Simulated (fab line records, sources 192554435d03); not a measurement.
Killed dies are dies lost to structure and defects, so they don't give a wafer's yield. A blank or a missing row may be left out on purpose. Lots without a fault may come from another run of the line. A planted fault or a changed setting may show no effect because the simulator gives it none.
Which tool did it? | flow n5_finfet | 12 lots, 36 wafers sampled, at 1 step of a route of 1938

WHAT THE GAUGES READ, wafer by wafer
N5_BEOL_M14_THK_MEAS_01.
lot  | measured     | on            | M14_ILD_THK (nm)
L075 | day 12 00:45 | film_metro-02 | 1143 1138 1151
L076 | day 12 17:45 | film_metro-01 | 1100 1115 1131
L080 | day 13 00:22 | film_metro-02 | 1093 1096 1118
L082 | day 13 15:53 | film_metro-02 | 1099 1110 1123
L083 | day 14 00:31 | film_metro-02 | 1154 1136 1110
L085 | day 15 01:58 | film_metro-01 | 1112 1091 1112
L088 | day 15 09:26 | film_metro-02 | 1111 1100 1080
L090 | day 16 06:51 | film_metro-01 | 1101 1087 1107
L091 | day 16 13:51 | film_metro-02 | 1103 1121 1133
L095 | day 17 06:55 | film_metro-01 | 1129 1102 1123
L093 | day 17 11:04 | film_metro-02 | 1131 1111 1143
L097 | day 17 17:58 | film_metro-02 | 1121 1131 1093

WHICH TOOL RAN EACH LOT (tool, then ch and the chambers of the sampled wafers, then the start)
The record holds no process step before these readings.

THE ANSWER, worked out from the rows above alone
Rule: what is usual is taken from the lots themselves. Put in order of their means at a reading, lots are off if they are a third of the lots or fewer, leave a main group of 4 or more, and stand apart from it by a gap of 3 or more times the standard deviation of the main group's means; of several such gaps the widest counts. A main group whose means are all the same, to the digits that the tables above print for the reading, isn't used. A lot without any number at a reading at which 4 lots or more have one is off too. The other lots that the step has rows for count as sound.
No lot is off at any reading shown: from this, nothing can be told.

WHAT THE SIMULATOR HAD PUT IN
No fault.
